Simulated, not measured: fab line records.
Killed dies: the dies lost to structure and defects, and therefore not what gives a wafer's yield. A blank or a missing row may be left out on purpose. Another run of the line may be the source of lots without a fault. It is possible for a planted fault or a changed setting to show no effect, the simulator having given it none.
fab line records + flow n5-finfet
record
- lots=7
- wafers=19
- last-day=17
route steps=1938 shown GATE_CUT@511 MOL_CONTACT_COAG@517
lots untouched by any fault: they come from a run of this same line in which no faults occurred
start-h: start of the lot's first displayed wafer, in hours after the record's first day + wait-h: time in hours since the lot's previous step + " unchanged from the row above + L1.1+2: one row covering several wafers at once + - value missing, or start not given + * or withheld: withheld + < > ~ a bound
route shown NAME@n: NAME is a module with steps in the file, n the number in the route of the first one + usual: average and standard deviation across the fault-free wafers + same: alike in all rows + chamber/n: place in a boat + sites: per-site readings + _std_site: how widely they spread, as a standard deviation + _edge_site: outer sites' mean less inner sites' + radius-mm: for every site, how far away it sits from the centre of the wafer + mask NAME#n: copy n + behind: the last tool/chamber to shape the wafer + hold: cause of the lot's hold/its duration in hours/its outcome + device: which transistor (n, p or np) failed to switch + end of line: the route-end tests of the same wafers + where a step has no rows: the recipe by itself + killed: the dies lost at the first sort to structure and to defects; this is not the yield of the wafer + map: a wafer's dies, marking killed ones x, the rest . and places with no die _
set.NAME: the run value of the setting; set.NAME@STEP: its run value at that earlier step + model.NAME: the simulator's own value behind a step, which no gauge read
lots at some steps of the route; a table a step, a row a wafer
services: from which hour (start-h, from the record's first day; less than 0 if before it) a tool's chamber was out of use, for how many hours, and why
## steps
# step N5_GATE_CUT_CMP_23
# recipe
- stop-on=SiO2
- t-overpolish-s=23.4
- post-cmp-clean=alkaline-brush
- down-force-psi=2.5
- platen-rpm=51.8
- pad-velocity-m-s=1.0307
- target-thk-nm=16
# usual
- edge-zone-pressure-frac=1.000/0.0048
- motor-current-A=9.1/0.86
- overpolish-run-s=23.401/0.0086
- time-to-endpoint-s=20/3.4
# same
- t-overpolish-s=23.4
| lot.wafer | tool   | chamber | start-h | wait-h | edge-zone-pressure-frac | motor-current-A | overpolish-run-s | time-to-endpoint-s |
|-----------|--------|---------|---------|--------|-------------------------|-----------------|------------------|--------------------|
| L680.2    | cmp-04 | 2       | 98.26   | 0.8    | 0.993                   | 9.3             | 23.404           | 17                 |
| L680.3    | "      | 1       | "       | "      | 1.000                   | 10.1            | 23.417           | 20                 |
| L680.5    | "      | 2       | "       | "      | 1.000                   | 8.7             | 23.405           | 17                 |
| L688.3    | cmp-03 | 3       | 148.43  | 0.8    | 0.996                   | 9.1             | 23.390           | 17                 |
| L688.5    | "      | 3       | "       | "      | 0.996                   | 8.6             | 23.394           | 18                 |
| L689.4    | cmp-04 | 2       | 153.18  | 0.8    | 1.004                   | 8.9             | 23.400           | 26                 |
| L689.1    | "      | 3       | "       | "      | 0.998                   | 9.2             | 23.409           | 24                 |
| L689.5    | "      | 0       | "       | "      | 0.992                   | 9.5             | 23.404           | 25                 |
| L692.1    | cmp-03 | 2       | 169.42  | 0.8    | 0.989                   | 8.5             | 23.398           | 19                 |
| L692.2    | "      | 3       | "       | "      | 1.003                   | 9.2             | 23.401           | 11                 |
| L692.4    | "      | 0       | "       | "      | 0.999                   | 11.5            | 23.410           | 17                 |
| L690.2    | cmp-02 | 3       | 173.43  | 0.9    | 1.003                   | 9.9             | 23.409           | 16                 |
| L690.6    | "      | 0       | "       | "      | 1.001                   | 8.6             | 23.394           | 20                 |
| L690.5    | "      | 1       | "       | "      | 0.996                   | 8.1             | 23.401           | 17                 |
| L695.3    | cmp-03 | 0       | 195.00  | 0.8    | 0.997                   | 11.4            | 23.388           | 17                 |
| L695.1    | "      | 2       | "       | "      | 1.009                   | 8.8             | 23.390           | 20                 |
| L700.2    | cmp-04 | 2       | 212.44  | 0.8    | 1.002                   | 9.2             | 23.397           | 20                 |
| L700.3    | "      | 3       | "       | "      | 1.000                   | 9.1             | 23.392           | 22                 |
| L700.1    | "      | 0       | "       | "      | 1.005                   | 9.4             | 23.387           | 23                 |
# step N5_GATE_CUT_THK_MEAS_24
# recipe
- reads=SiO2_of_GATE_CUT_HM_DEP_46+SiO2_flowable_of_ILD0_FCVD_FILL_01
# usual
- GC_FILL_THK=220.2/2.5
| lot.wafer | tool          | chamber | start-h | wait-h | GC_FILL_THK[nm] |
|-----------|---------------|---------|---------|--------|-----------------|
| L680.2    | film-metro-02 | -       | 98.55   | -      | 218.7           |
| L680.3    | "             | -       | "       | "      | 218.2           |
| L680.5    | "             | -       | "       | "      | 220.7           |
| L688.3    | film-metro-02 | -       | 148.69  | -      | 217.8           |
| L688.5    | "             | -       | "       | "      | 221.1           |
| L689.1    | film-metro-01 | -       | 153.40  | -      | 217.3           |
| L689.4    | "             | -       | "       | "      | 220.5           |
| L689.5    | "             | -       | "       | "      | 220.5           |
| L692.1    | film-metro-02 | -       | 169.71  | -      | 217.3           |
| L692.2    | "             | -       | "       | "      | 219.2           |
| L692.4    | "             | -       | "       | "      | 223.1           |
| L690.2    | film-metro-02 | -       | 173.61  | -      | 218.4           |
| L690.5    | "             | -       | "       | "      | 221.1           |
| L690.6    | "             | -       | "       | "      | 218.6           |
| L695.1    | film-metro-01 | -       | 195.26  | -      | 223.1           |
| L695.3    | "             | -       | "       | "      | 219.4           |
| L700.1    | film-metro-02 | -       | 212.73  | -      | 217.0           |
| L700.2    | "             | -       | "       | "      | 215.9           |
| L700.3    | "             | -       | "       | "      | 219.9           |
# step N5_GATE_CUT_CMP_43
# recipe
- material=SiO2
- post-cmp-clean=rinse-only
# usual
- edge-zone-pressure-frac=1.000/0.005
- motor-current-A=12.0/1.1
| lot.wafer | tool   | chamber | start-h | wait-h | edge-zone-pressure-frac | motor-current-A |
|-----------|--------|---------|---------|--------|-------------------------|-----------------|
| L680.3    | cmp-02 | 3       | 98.66   | 0.1    | 0.998                   | 13.2            |
| L680.2    | "      | 1       | "       | "      | 0.989                   | 10.8            |
| L680.5    | "      | 2       | "       | "      | 1.003                   | 11.2            |
| L688.3    | cmp-02 | 0       | 148.72  | 0.0    | 1.004                   | 11.5            |
| L688.5    | "      | 0       | "       | "      | 1.007                   | 11.9            |
| L689.1    | cmp-03 | 2       | 153.43  | 0.0    | 0.998                   | 11.4            |
| L689.4    | "      | 1       | "       | "      | 0.991                   | 10.9            |
| L689.5    | "      | 2       | "       | "      | 0.993                   | 11.9            |
| L692.2    | cmp-03 | 3       | 169.82  | 0.1    | 0.999                   | 11.8            |
| L692.1    | "      | 0       | "       | "      | 0.993                   | 16.1            |
| L692.4    | "      | 1       | "       | "      | 1.000                   | 10.8            |
| L690.2    | cmp-04 | 0       | 173.64  | 0.0    | 1.001                   | 12.9            |
| L690.6    | "      | 0       | "       | "      | 1.000                   | 12.5            |
| L690.5    | "      | 1       | "       | "      | 1.003                   | 13.0            |
| L695.1    | cmp-02 | 3       | 195.29  | 0.0    | 1.000                   | 12.3            |
| L695.3    | "      | 1       | "       | "      | 1.006                   | 10.3            |
| L700.2    | cmp-04 | 0       | 212.76  | 0.0    | 1.006                   | 12.7            |
| L700.1    | "      | 1       | "       | "      | 0.995                   | 12.9            |
| L700.3    | "      | 2       | "       | "      | 0.999                   | 12.4            |
# step N5_GATE_CUT_CMP_61
# recipe
- stop-on=SiNx
- t-overpolish-s=3
- post-cmp-clean=alkaline-brush
- down-force-psi=4
- platen-rpm=27.09
- pad-velocity-m-s=0.539
# usual
- edge-zone-pressure-frac=0.999/0.0055
- motor-current-A=12.0/1.1
# same
- t-overpolish-s=3
| lot.wafer | tool   | chamber | start-h | wait-h | edge-zone-pressure-frac | motor-current-A |
|-----------|--------|---------|---------|--------|-------------------------|-----------------|
| L680.3    | cmp-02 | 3       | 99.09   | 0.3    | 0.997                   | 12.5            |
| L680.2    | "      | 1       | "       | "      | 1.007                   | 10.7            |
| L680.5    | "      | 2       | "       | "      | 1.001                   | 11.8            |
| L688.3    | cmp-02 | 0       | 149.20  | 0.4    | 0.997                   | 11.6            |
| L688.5    | "      | 0       | "       | "      | 0.990                   | 11.9            |
| L689.1    | cmp-03 | 2       | 153.91  | 0.4    | 0.990                   | 12.1            |
| L689.4    | "      | 1       | "       | "      | 1.006                   | 11.2            |
| L689.5    | "      | 2       | "       | "      | 1.002                   | 11.3            |
| L692.2    | cmp-03 | 3       | 170.25  | 0.3    | 0.992                   | 11.0            |
| L692.1    | "      | 0       | "       | "      | 1.000                   | 15.5            |
| L692.4    | "      | 1       | "       | "      | 1.003                   | 10.3            |
| L690.2    | cmp-04 | 0       | 174.12  | 0.4    | 0.999                   | 13.0            |
| L690.6    | "      | 0       | "       | "      | 1.006                   | 12.5            |
| L690.5    | "      | 1       | "       | "      | 1.000                   | 13.7            |
| L695.1    | cmp-02 | 3       | 195.77  | 0.4    | 0.998                   | 12.3            |
| L695.3    | "      | 1       | "       | "      | 1.004                   | 10.7            |
| L700.2    | cmp-04 | 0       | 213.24  | 0.4    | 1.004                   | 12.3            |
| L700.1    | "      | 1       | "       | "      | 1.001                   | 13.3            |
| L700.3    | "      | 2       | "       | "      | 0.999                   | 12.4            |
# step N5_GATE_CUT_INSPECT_26
# recipe
- inspect-instrument=darkfield
- mode=post-cmp
# usual
- raw-defect-count=43/17
| lot.wafer | tool              | chamber | start-h | wait-h | raw-defect-count |
|-----------|-------------------|---------|---------|--------|------------------|
| L680.2    | defect-inspect-01 | -       | 99.29   | 0.0    | 31               |
| L680.3    | "                 | -       | "       | "      | 25               |
| L680.5    | "                 | -       | "       | "      | 19               |
| L688.3    | defect-inspect-02 | -       | 149.43  | 0.0    | 57               |
| L688.5    | "                 | -       | "       | "      | 51               |
| L689.1    | defect-inspect-02 | -       | 154.14  | 0.0    | 26               |
| L689.4    | "                 | -       | "       | "      | 51               |
| L689.5    | "                 | -       | "       | "      | 17               |
| L692.1    | defect-inspect-02 | -       | 170.45  | 0.0    | 24               |
| L692.2    | "                 | -       | "       | "      | 37               |
| L692.4    | "                 | -       | "       | "      | 36               |
| L690.2    | defect-inspect-01 | -       | 174.35  | 0.0    | 63               |
| L690.5    | "                 | -       | "       | "      | 61               |
| L690.6    | "                 | -       | "       | "      | 78               |
| L695.1    | defect-inspect-02 | -       | 196.00  | 0.0    | 20               |
| L695.3    | "                 | -       | "       | "      | 69               |
| L700.1    | defect-inspect-01 | -       | 213.47  | 0.0    | 58               |
| L700.2    | "                 | -       | "       | "      | 42               |
| L700.3    | "                 | -       | "       | "      | 45               |
# step N5_MOL_CONTACT_COAG_COAT_103
# recipe
- resist=SOC
- temp-c=250
- time-s=60
- spin-rpm=1500
- resist-thk-nm=80
# step N5_MOL_CONTACT_COAG_COAT_104
# recipe
- resist=SiARC
- temp-c=220
- time-s=60
- spin-rpm=1500
- resist-thk-nm=12
# step N5_MOL_CONTACT_COAG_COAT_58
# recipe
- resist=underlayer
- temp-c=205
- time-s=60
- spin-rpm=1500
- resist-thk-nm=10
# step N5_MOL_CONTACT_COAG_COAT_02
# recipe
- resist=CAR-EUV
- spin-rpm=1500
- resist-thk-nm=30
# step N5_MOL_CONTACT_COAG_EBR_04
# recipe
- solvent=PGMEA
- ebr-width-mm=1.5
# step N5_MOL_CONTACT_COAG_SOFTBAKE_03
# recipe
- temp-c=110
- time-s=60
- resist=CAR-EUV
# step N5_MOL_CONTACT_COAG_EXPOSE_05
# recipe
- mask-id=CA
- na=0.33
- source-shape=annular
- sigma-inner=0.4
- sigma-outer=0.8
- polarization=unpolarized
- defocus-nm=0
- dose-mj=38.25
# usual
- exposure-dose-mJ-cm2=38.26/0.21
- focus-offset-nm=0.0/0.56
- reticle-temp-C=22.96/0.11
| lot.wafer | tool           | chamber | start-h | wait-h | mask | exposure-dose-mJ-cm2 | focus-offset-nm | reticle-temp-C |
|-----------|----------------|---------|---------|--------|------|----------------------|-----------------|----------------|
| L680.2    | euv-scanner-01 | 0       | 99.59   | -      | CA#0 | 38.14                | -0.2            | 22.98          |
| L680.3    | "              | 0       | "       | "      | CA#0 | 38.10                | -0.6            | 23.26          |
| L680.5    | "              | 0       | "       | "      | CA#0 | 38.11                | 0.6             | 23.09          |
| L688.3    | euv-scanner-01 | 0       | 149.78  | -      | CA#0 | 38.13                | -0.4            | 23.02          |
| L688.5    | "              | 0       | "       | "      | CA#0 | 38.11                | 0.1             | 23.02          |
| L689.1    | euv-scanner-02 | -       | 154.43  | -      | CA#0 | -                    | -               | -              |
| L689.4    | "              | -       | "       | "      | CA#0 | -                    | -               | -              |
| L689.5    | "              | -       | "       | "      | CA#0 | -                    | -               | -              |
| L692.1    | euv-scanner-01 | -       | 170.75  | -      | CA#0 | -                    | -               | -              |
| L692.2    | "              | -       | "       | "      | CA#0 | -                    | -               | -              |
| L692.4    | "              | -       | "       | "      | CA#0 | -                    | -               | -              |
| L690.2    | euv-scanner-02 | -       | 174.65  | -      | CA#0 | -                    | -               | -              |
| L690.5    | "              | -       | "       | "      | CA#0 | -                    | -               | -              |
| L690.6    | "              | -       | "       | "      | CA#0 | -                    | -               | -              |
| L695.1    | euv-scanner-02 | 0       | 196.29  | -      | CA#0 | 38.55                | -0.2            | 22.79          |
| L695.3    | "              | 0       | "       | "      | CA#0 | 38.55                | 1.1             | 23.02          |
| L700.1    | euv-scanner-02 | 0       | 213.77  | -      | CA#0 | 38.54                | -0.1            | 22.97          |
| L700.2    | "              | 0       | "       | "      | CA#0 | 38.58                | 0.5             | 23.01          |
| L700.3    | "              | 0       | "       | "      | CA#0 | 38.57                | 0.8             | 23.18          |
# step N5_MOL_CONTACT_COAG_PEB_06
# recipe
- peb-temp-c=100
- peb-time-s=60
- resist=CAR-EUV
## services
| tool           | chamber | start-h | hours | kind                           |
|----------------|---------|---------|-------|--------------------------------|
| cmp-04         | -       | 78.61   | 2.0   | repair                         |
| euv-scanner-01 | -       | 80.01   | 1.0   | pm                             |
| euv-scanner-01 | -       | 91.58   | 0.3   | repair                         |
| euv-scanner-02 | -       | 97.85   | 6.2   | pm                             |
| cmp-02         | -       | 112.86  | 1.6   | repair                         |
| euv-scanner-02 | -       | 117.82  | 1.0   | pm                             |
| cmp-04         | -       | 131.28  | 3.7   | pm                             |
| euv-scanner-01 | -       | 131.34  | 0.5   | repair                         |
| euv-scanner-01 | -       | 136.17  | 1.0   | pm                             |
| cmp-03         | -       | 139.32  | 4.0   | pm                             |
| euv-scanner-01 | -       | 142.94  | 0.4   | repair                         |
| cmp-03         | -       | 143.32  | -     | consumable-replace:conditioner |
| euv-scanner-01 | -       | 152.17  | 4.6   | pm                             |
| euv-scanner-01 | -       | 158.93  | 0.9   | repair                         |
| euv-scanner-02 | -       | 162.88  | 0.2   | repair                         |
| cmp-02         | -       | 169.22  | 0.3   | repair                         |
| euv-scanner-01 | -       | 173.25  | 5.0   | repair                         |
| euv-scanner-02 | -       | 178.22  | 1.0   | pm                             |
| cmp-02         | -       | 180.72  | 4.0   | pm                             |
| euv-scanner-01 | -       | 192.31  | 1.0   | pm                             |
| cmp-03         | -       | 192.54  | 2.2   | repair                         |
| euv-scanner-02 | -       | 199.84  | 9.9   | repair                         |
| cmp-03         | -       | 202.26  | 2.2   | repair                         |
| cmp-02         | -       | 206.20  | 2.5   | repair                         |
## key
first-sign
- step=N5_MOL_CONTACT_COAG_EXPOSE_05
- reading=tool-record
- direction=missing
effect none on later readings
met-at N5_MOL_CONTACT_COAG_EXPOSE_05
struck-wafers L689.1,L689.4,L689.5,L690.2,L690.5,L690.6,L692.1,L692.2,L692.4
later-rows-left-out L689.1,L689.4,L689.5,L690.2,L690.5,L690.6,L692.1,L692.2,L692.4
sort-left-out L689.1,L689.4,L689.5,L690.2,L690.5,L690.6,L692.1,L692.2,L692.4
onset-between 149.78 154.43
fault
- kind=skipped-step-whole
- tool=euv-scanner-01,euv-scanner-02
- chamber=-
- onset-h=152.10
- steps=N5_MOL_CONTACT_COAG_EXPOSE_05
- scope=struck-lots-only
# sort-left-out: the simulated sort isn't trusted on such a fault, so these wafers' sort isn't shown, and their yield isn't known
# later-rows-left-out: the simulator's readings of these wafers behind a module that went badly wrong aren't trusted and aren't shown, but for the sort
